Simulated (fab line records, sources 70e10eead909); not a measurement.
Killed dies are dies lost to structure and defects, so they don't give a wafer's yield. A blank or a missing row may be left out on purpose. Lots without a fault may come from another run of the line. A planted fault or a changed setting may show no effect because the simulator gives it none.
fab line records | flow nand_harc
record lots=5 wafers=15 last_day=34
route steps=1302 shown THIN_TSV@1285 END@1301
lots that met no fault: from a run of the same line without faults
start_h: hours from the record's first day to the start of the lot's first wafer shown | wait_h: hours since the lot's step before | " the same as in the row above | L1.1+2: a row that stands for several wafers | - no value, or no start given | * or withheld: withheld | < > ~ a bound
route shown NAME@n: a module of which the file shows steps, and the number in the route of the first | usual: mean/standard deviation of fault-free wafers | same: alike in all rows | chamber/n: place in a boat | sites: the reading at each site | _std_site: their standard deviation | _edge_site: outer sites' mean less inner sites' | radius_mm: how far each site lies from the wafer's centre | mask NAME#n: copy n | behind: the tool/chamber that last shaped the wafer | hold: why the lot was held/for how many hours/how that ended | device: the transistor (n, p or np) that didn't switch | end of line: the same wafers' tests at the end of the route | a step without rows: its recipe alone | killed: dies lost to structure and defects at the first sort, not the wafer's yield | map: a wafer's dies, x killed, . not, _ none there
set.NAME: the setting as run; set.NAME@STEP: as run at that earlier step | model.NAME: the simulator's own value behind a step, which no gauge read
lots at some steps of the route; a table a step, a row a wafer
services: from which hour (start_h, from the record's first day; less than 0 if before it) a tool's chamber was out of use, for how many hours, and why
## steps
# step NHARC_THIN_TSV_COAT_27
# recipe spin_rpm=*
# step NHARC_THIN_TSV_SOFTBAKE_28
# recipe temp_c=122 time_s=95
# step NHARC_THIN_TSV_EBR_29
# step NHARC_THIN_TSV_EXPOSE_30
# recipe na=0.55 dose_mj=11.47 mask_id=PAD
# step NHARC_THIN_TSV_PEB_31
# recipe peb_temp_c=118 peb_time_s=85
# step NHARC_THIN_TSV_DEVELOP_32
# recipe time_s=70
# step NHARC_THIN_TSV_CD_MEAS_33
# recipe target_cd_nm=5000 landing_energy_ev=500
# usual cd_nm=5001.2/1.7
# columns lot.wafer tool chamber start_h wait_h cd_nm
L476.1 cd_sem-03 0 547.72 - 5002.1
L476.2 " 0 " " 5001.9
L476.3 " 0 " " 5003.4
L479.2 cd_sem-02 0 583.79 - 5003.9
L479.3 " 0 " " 5002.1
L479.5 " 0 " " 5002.4
L494.1 cd_sem-03 0 721.82 - 5002.0
L494.5 " 0 " " 5001.7
L494.6 " 0 " " 5003.1
L496.1 cd_sem-02 0 754.98 - 5000.6
L496.3 " 0 " " 5001.3
L496.6 " 0 " " 5002.2
L499.4 cd_sem-02 0 805.12 - 4999.2
L499.5 " 0 " " 5001.3
L499.6 " 0 " " 4998.5
# step NHARC_THIN_TSV_HARDBAKE_34
# recipe temp_c=125 time_s=80
# step NHARC_THIN_TSV_DESCUM_35
# recipe time_s=3 o2_flow_sccm=200 ar_flow_sccm=0 bias_power_w=0 chemistry=O2
# usual drypump_motor_current_A=5.6/0.49 oes_product_au=0.997/0.01 rf_vpp_V=57.6/0.84 showerhead_plenum_p_Torr=1.86/0.088 throttle_valve_pct=11.311/0.0087
# columns lot.wafer tool chamber start_h wait_h drypump_motor_current_A oes_product_au rf_hours_counter_h rf_vpp_V showerhead_plenum_p_Torr throttle_valve_pct
L476.2 rie_diel-11 1 547.88 - 5.6 0.994 7.7 58.2 1.91 11.319
L476.3 " 3 " " 5.0 0.991 6.0 59.1 1.81 11.304
L476.1 " 0 " " 5.9 0.987 6.8 58.0 1.81 11.311
L479.3 rie_diel-11 0 583.96 - 5.9 0.996 9.1 57.3 1.81 11.310
L479.2 " 2 " " 6.3 0.989 8.3 57.3 1.84 11.317
L479.5 " 3 " " 4.9 1.000 - 57.6 1.81 11.321
L494.1 rie_diel-12 1 722.00 - 5.2 0.989 4.5 58.0 2.04 11.290
L494.5 " 3 " " 6.0 0.988 - 57.1 1.81 11.310
L494.6 " 0 " " 5.7 1.021 - 57.6 1.79 11.304
L496.1 rie_diel-12 0 755.14 - 5.6 1.016 5.3 58.4 1.79 11.298
L496.3 " 1 " " 5.2 0.983 6.1 58.9 2.04 11.317
L496.6 " 0 " " 5.7 1.019 - 57.6 1.79 11.312
L499.4 rie_diel-11 0 805.27 - 5.9 1.004 1.6 57.5 1.80 11.305
L499.5 " 0 " " 6.0 0.993 - 57.8 1.80 11.332
L499.6 " 1 " " 5.6 0.999 - 57.9 1.90 11.305
# step NHARC_THIN_TSV_ETCH_59
# recipe target_depth_a=8800 icp_w=900 bias_w=100 Cl2_flow_sccm=60 bcl3_flow_sccm=30 time_s=138.1 chemistry=Cl2/BCl3
# usual bias_w=100.0/0.3 drypump_motor_current_A=6.0/0.49 oes_product_au=0.999/0.011 throttle_valve_pct=22.264/0.0087
# columns lot.wafer tool chamber start_h wait_h bias_w drypump_motor_current_A oes_product_au rf_hours_counter_h throttle_valve_pct
L476.1 rie_metal-02 0 548.00 0.1 100.0 5.2 0.983 1.8 22.259
L476.2 " 1 " " 99.8 6.1 1.021 1.8 22.271
L476.3 " 1 " " 99.7 6.1 1.014 - 22.253
L479.2 rie_metal-01 1 584.07 0.1 100.0 6.3 0.992 0.0 22.277
L479.3 " 1 " " 100.1 6.3 0.989 - 22.270
L479.5 " 0 " " 100.2 5.3 0.994 - 22.261
L494.1 rie_metal-02 1 722.11 0.1 100.2 6.1 1.015 2.1 22.276
L494.5 " 1 " " 99.7 6.2 1.010 - 22.248
L494.6 " 1 " " 99.9 6.1 1.002 - 22.276
L496.1 rie_metal-03 1 755.30 0.1 100.1 5.9 0.995 1.1 22.261
L496.3 " 0 " " 100.1 6.6 1.014 - 22.265
L496.6 " 1 " " 100.4 5.9 1.002 - 22.265
L499.4 rie_metal-02 1 805.47 0.2 99.6 6.1 1.003 - 22.275
L499.6 " 1 " " 100.0 6.1 1.009 - 22.263
L499.5 " 0 " " 100.2 5.2 0.989 - 22.265
# step NHARC_THIN_TSV_ETCH_36
# recipe target_depth_a=650 over_etch_frac=0.3 time_s=18.571 ion_energy_ev=150 chemistry=Cl2/BCl3
# usual drypump_motor_current_A=6.0/0.49 oes_product_au=0.998/0.011
# columns lot.wafer tool chamber start_h wait_h drypump_motor_current_A oes_product_au rf_hours_counter_h
L476.2 rie_metal-02 0 548.26 0.2 5.2 0.990 1.9
L476.1 " 1 " " 6.1 1.023 1.9
L476.3 " 0 " " 5.2 0.991 -
L479.2 rie_metal-01 0 584.33 0.2 5.3 1.004 0.2
L479.3 " 1 " " 6.4 0.998 -
L479.5 " 1 " " 6.3 0.993 -
L494.1 rie_metal-02 1 722.59 0.4 6.1 0.990 2.4
L494.5 " 1 " " 6.1 0.998 -
L494.6 " 1 " " 6.1 0.999 -
L496.1 rie_metal-03 1 755.53 0.2 5.9 1.001 1.2
L496.3 " 1 " " 5.9 1.004 -
L496.6 " 0 " " 6.6 1.008 -
L499.4 rie_metal-02 0 805.68 0.2 5.2 0.992 -
L499.5 " 1 " " 6.2 1.009 -
L499.6 " 0 " " 5.2 0.993 -
# step NHARC_THIN_TSV_STRIP_56
# recipe power_w=1500 temp_c=250 chemistry=O2
# usual drypump_motor_current_A=5.86/0.12 heater_power_w=297/38
# columns lot.wafer tool chamber start_h wait_h drypump_motor_current_A heater_power_w rf_hours_counter_h
L476.1 plasma_asher-02 1 548.36 0.1 6.02 349 25
L476.2 " 0 " " 5.83 276 25
L476.3 " 1 " " 6.02 348 -
L479.2 plasma_asher-01 1 584.49 0.1 5.67 331 12
L479.3 " 1 " " 5.69 325 -
L479.5 " 0 " " 5.93 253 -
L494.1 plasma_asher-01 1 722.85 0.2 5.67 311 7
L494.5 " 0 " " 5.91 233 -
L494.6 " 1 " " 5.67 317 -
L496.1 plasma_asher-02 1 755.67 0.1 6.01 330 30
L496.3 " 0 " " 5.87 284 -
L496.6 " 1 " " 6.02 344 -
L499.4 plasma_asher-02 0 805.85 0.2 5.85 283 -
L499.6 " 0 " " 5.88 275 -
L499.5 " 1 " " 6.00 335 -
# step NHARC_THIN_TSV_STRIP_57
# recipe time_s=1200 temp_c=72.5 chemistry=post_etch_residue_remover
# usual bath_heat_duty_pct=14.2/2.1
# columns lot.wafer tool chamber start_h wait_h bath_heat_duty_pct
L476.1 wet_bench-10 0 548.73 0.3 12.9
L476.2 " 1 " " 16.2
L476.3 " 3 " " 12.4
L479.5 wet_bench-10 3 584.79 0.1 12.6
L479.3 " 7 " " 15.8
L479.2 " 0 " " 12.7
L494.5 wet_bench-10 6 723.16 0.1 18.3
L494.1 " 0 " " 12.0
L494.6 " 1 " " 14.7
L496.6 wet_bench-08 5 755.97 0.1 15.2
L496.1 " 6 " " 14.0
L496.3 " 0 " " 15.2
L499.5 wet_bench-08 6 806.14 0.1 14.6
L499.6 " 7 " " 11.8
L499.4 " 0 " " 15.3
# step NHARC_THIN_TSV_CD_MEAS_37
# usual cd_nm=5000.7/2.8
# columns lot.wafer tool chamber start_h wait_h cd_nm
L476.1 cd_sem-02 - 549.16 - 5001.5
L476.2 " - " " 5002.5
L476.3 " - " " 5000.8
L479.2 cd_sem-03 - 585.24 - 4999.3
L479.3 " - " " 5001.8
L479.5 " - " " 5002.0
L494.1 cd_sem-01 - 723.59 - 5002.5
L494.5 " - " " 5001.1
L494.6 " - " " 5005.0
L496.1 cd_sem-02 - 756.42 - 5000.5
L496.3 " - " " 5000.9
L496.6 " - " " 4998.4
L499.4 cd_sem-02 - 806.56 - 4999.0
L499.5 " - " " 5002.5
L499.6 " - " " 4998.5
# step NHARC_THIN_TSV_ANNEAL_58
# recipe temp_c=400 time_s=1800
# step NHARC_THIN_TSV_INSPECT_40
# usual raw_defect_count=573/100
# columns lot.wafer tool chamber start_h wait_h raw_defect_count
L476.1 defect_inspect-02 - 552.96 0.4 848
L476.2 " - " " 656
L476.3 " - " " 748
L479.2 defect_inspect-01 - 589.76 0.4 527
L479.3 " - " " 475
L479.5 " - " " 488
L494.1 defect_inspect-02 - 728.25 0.4 1159
L494.5 " - " " 737
L494.6 " - " " 676
L496.1 defect_inspect-02 - 762.19 4.3 548
L496.3 " - " " 527
L496.6 " - " " 541
L499.4 defect_inspect-02 - 811.09 0.4 584
L499.5 " - " " 568
L499.6 " - " " 667
# step NHARC_END_WLT_00
# usual VT_DECK1_BOTTOM=0.869/0.0074 VT_DECK1_BOTTOM_INNER=0.869/0.0076 VT_DECK1_MEDIAN_NEAR_BOTTOM=0.871/0.0075 VT_DECK1_MEDIAN_NEAR_BOTTOM_INNER=0.870/0.008 VT_DECK1_MIDDLE=0.883/0.0081 VT_DECK1_MIDDLE_INNER=0.882/0.0071 VT_DECK1_TOP=0.895/0.0077 VT_DECK1_TOP_INNER=0.894/0.0075 VT_DECK2_BOTTOM=0.873/0.0079 VT_DECK2_BOTTOM_INNER=0.873/0.0089 VT_DECK2_MEDIAN_NEAR_BOTTOM=0.874/0.0082 VT_DECK2_MEDIAN_NEAR_BOTTOM_INNER=0.874/0.0081 VT_DECK2_MIDDLE=0.886/0.007 VT_DECK2_MIDDLE_INNER=0.886/0.0073 VT_DECK2_TOP=0.897/0.0067 VT_DECK2_TOP_INNER=0.896/0.0069
# columns lot.wafer tool chamber start_h wait_h VT_DECK1_BOTTOM VT_DECK1_BOTTOM_INNER VT_DECK1_MEDIAN_NEAR_BOTTOM VT_DECK1_MEDIAN_NEAR_BOTTOM_INNER VT_DECK1_MIDDLE VT_DECK1_MIDDLE_INNER VT_DECK1_TOP VT_DECK1_TOP_INNER VT_DECK2_BOTTOM VT_DECK2_BOTTOM_INNER VT_DECK2_MEDIAN_NEAR_BOTTOM VT_DECK2_MEDIAN_NEAR_BOTTOM_INNER VT_DECK2_MIDDLE VT_DECK2_MIDDLE_INNER VT_DECK2_TOP VT_DECK2_TOP_INNER
L476.1 prober-02 - 553.02 0.1 0.865 0.867 0.854 0.856 0.884 0.881 0.884 0.893 0.866 0.866 0.877 0.869 0.891 0.877 0.902 0.890
L476.2 " - " " 0.865 0.861 0.868 0.856 0.872 0.875 0.890 0.883 0.869 0.872 0.874 0.872 0.881 0.892 0.895 0.893
L476.3 " - " " 0.867 0.849 0.859 0.851 0.876 0.878 0.888 0.887 0.865 0.863 0.870 0.871 0.878 0.878 0.893 0.892
L479.2 prober-01 - 590.31 0.5 0.861 0.854 0.855 0.859 0.873 0.871 0.887 0.885 0.867 0.867 0.868 0.869 0.882 0.880 0.901 0.888
L479.3 " - " " 0.861 0.859 0.851 0.856 0.865 0.875 0.891 0.885 0.864 0.877 0.867 0.865 0.887 0.870 0.898 0.895
L479.5 " - 591.81 2.0 0.871 0.864 0.869 0.863 0.881 0.881 0.892 0.893 0.869 0.868 0.867 0.866 0.886 0.877 0.888 0.897
L494.1 prober-01 - 728.30 0.0 0.881 0.879 0.884 0.879 0.895 0.894 0.903 0.903 0.882 0.886 0.879 0.895 0.895 0.889 0.904 0.904
L494.5 " - 730.30 2.0 0.872 0.871 0.873 0.876 0.886 0.892 0.912 0.909 0.883 0.885 0.878 0.879 0.895 0.896 0.904 0.898
L494.6 " - " " 0.871 0.883 0.882 0.879 0.896 0.889 0.903 0.899 0.882 0.872 0.883 0.875 0.894 0.891 0.901 0.901
L496.1 prober-02 - 765.90 3.7 0.868 0.876 0.869 0.868 0.876 0.884 0.892 0.889 0.868 0.864 0.870 0.871 0.884 0.881 0.893 0.889
L496.3 " - 766.90 4.7 0.870 0.870 0.869 0.869 0.882 0.889 0.894 0.899 0.871 0.862 0.860 0.868 0.875 0.880 0.896 0.894
L496.6 " - 768.41 6.2 0.873 0.872 0.877 0.867 0.889 0.880 0.896 0.890 0.871 0.868 0.876 0.873 0.877 0.885 0.886 0.889
L499.4 prober-01 - 812.64 1.5 0.892 0.886 0.886 0.884 0.895 0.892 0.910 0.905 0.867 0.865 0.865 0.871 0.880 0.885 0.896 0.894
L499.5 " - " " 0.880 0.876 0.882 0.880 0.901 0.894 0.907 0.903 0.869 0.872 0.875 0.873 0.885 0.887 0.896 0.901
L499.6 " - " " 0.876 0.879 0.886 0.886 0.897 0.900 0.901 0.905 0.873 0.874 0.879 0.870 0.889 0.889 0.894 0.898
# step NHARC_END_SORT_01
# recipe temp_c=25
# usual defect_limited_yield=91.6/2.8 killed_at_array=52/18 killed_at_other=0.6/0.83 killed_at_periphery=4.3/2.8 killed_dies=57/19 killed_open=3.4/2 killed_short=2.5/1.7 sort_bin_2_pct=3.0/1.1 sort_bin_3_pct=0.6/0.41 sort_bin_4_pct=4.7/1.6 sort_n_pass=620/19 sort_rim_yield_pct=91/3.7 sort_yield_pct=91.6/2.8
# same gross_dies=677 sort_bin_5_pct[%]=0 sort_bin_6_pct[%]=0 sort_bin_7_pct[%]=0 sort_bin_8_pct[%]=0 sort_rim_n_gross=106.00
# columns lot.wafer tool chamber start_h wait_h defect_limited_yield[%] killed_at_array killed_at_other killed_at_periphery killed_dies killed_open killed_short sort_bin_2_pct[%] sort_bin_3_pct[%] sort_bin_4_pct[%] sort_n_pass sort_rim_yield_pct[%] sort_yield_pct[%]
L494.1 prober-01 0 731.30 2.5 82.3 61 52 7 120 5 1 6.1 3.4 8.3 557 80 82.3
# killed by level:class
L494.1 THIN_TSV:unspecified=52 A_CHANNEL_HOLE_D1:chamber_film_flake=29 A_SLIT:chamber_film_flake=18 A_STAIRCASE:chamber_film_flake=4 P_CONTACT:chamber_film_flake=3 A_CONTACT:chamber_film_flake=3 P_GATE:chamber_film_flake=2 P_M0:geometric_particle:open=1
# map L494.1 (x killed, . not)
____________.____________
_________......._________
_______..........._______
______.....x.......______
_____..............._____
____x................____
____.................____
___...................___
___...............x...___
__........x............__
__..........x..........__
_.............x........._
_.............x........._
_............x.........._
_......................._
_......................._
.........................
..............xxx.x......
............xx.x........x
.............xxx.xx.x....
............x.x.xx.......
_............xxxx......._
_.........x.x.xx.x......_
_..........x..x..x.....x_
_.............xx.x.xxx.._
_.............x.xxxxxx.._
__.x........xx...xxxx.x__
__...x.x.......xxxxxxxx__
___..xx........xxxxxxx___
___xx.....x.....xxxxxx___
____xxxxx......xxxxxx____
____.xx.x......xxxxxx____
_____xxx........xxxx_____
______xxx........xx______
_______..........._______
_________......._________
____________.____________
# map L476.3 (x killed, . not)
____________.____________
_________......._________
_______..x.....x.._______
______.............______
_____..............._____
____..............x..____
____.................____
___...................___
___...........x.......___
__..x..................__
__.....................__
_...............x......._
_..........x............_
_............x.........x_
_......x................_
_.........x.x......x...._
......x.......x.x........
.............x.x.........
.............xxx..x......
..........x...xx..x......
...x....x...x.xxxx.......
_........x.....xx.xx...._
_............xxxxx......_
_......x.....x.xx.x....._
_x.....x......xxxx..x..._
_...........x..x..xx...._
__..........x.x.xxxxxx.__
__..............xxxx...__
___.............xxxxx.___
___.x.x........xxxx.x.___
____.x.........xx.xxx____
____xxxx........xx.xx____
_____xxx.........x.x_____
______xx......x....______
_______x.........._______
_________......._________
____________.____________
## services
# columns tool chamber start_h hours kind
plasma_asher-02 - 540.91 1.5 repair
rie_metal-03 - 557.76 0.6 repair
rie_metal-01 - 575.00 9.0 pm
plasma_asher-02 - 603.00 9.0 pm
rie_diel-11 1 607.60 2.4 repair
rie_diel-11 - 609.50 9.0 pm
rie_diel-12 - 622.40 9.0 pm
plasma_asher-01 - 623.38 3.7 repair
rie_metal-02 - 631.00 9.0 pm
rie_diel-11 2 637.09 4.7 repair
wet_bench-08 - 646.40 8.0 pm
plasma_asher-01 - 650.55 1.5 repair
wet_bench-10 - 663.20 8.0 pm
plasma_asher-02 - 665.41 8.3 repair
rie_metal-02 0 667.23 60.8 repair
rie_diel-12 0 692.26 21.1 repair
plasma_asher-01 - 692.71 3.8 repair
rie_metal-03 - 696.00 9.0 pm
plasma_asher-01 - 696.53 9.0 pm
rie_diel-12 0 739.12 6.1 repair
rie_diel-11 1 750.78 4.1 repair
rie_diel-11 2 758.16 9.0 repair
plasma_asher-02 - 780.61 9.0 pm
rie_diel-11 - 786.50 9.0 pm
## key
first_sign step=NHARC_THIN_TSV_INSPECT_40 reading=raw_defect_count direction=up sigmas=5.8 usual=573 struck=1159
effect step=NHARC_END_SORT_01 reading=killed_at_other direction=up sigmas=51 usual=0.6 struck=52
more_kills_born_at NHARC_THIN_TSV_STRIP_57@wet_bench-10=52
met_at NHARC_THIN_TSV_STRIP_57
struck_wafers L494.1
onset_between 584.79 723.16
fault kind=chamber_particle_source tool=wet_bench-10 chamber=0 onset_h=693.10 steps=NHARC_THIN_TSV_STRIP_57 rate_per_visit_cm2=0.5923 end_h=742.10
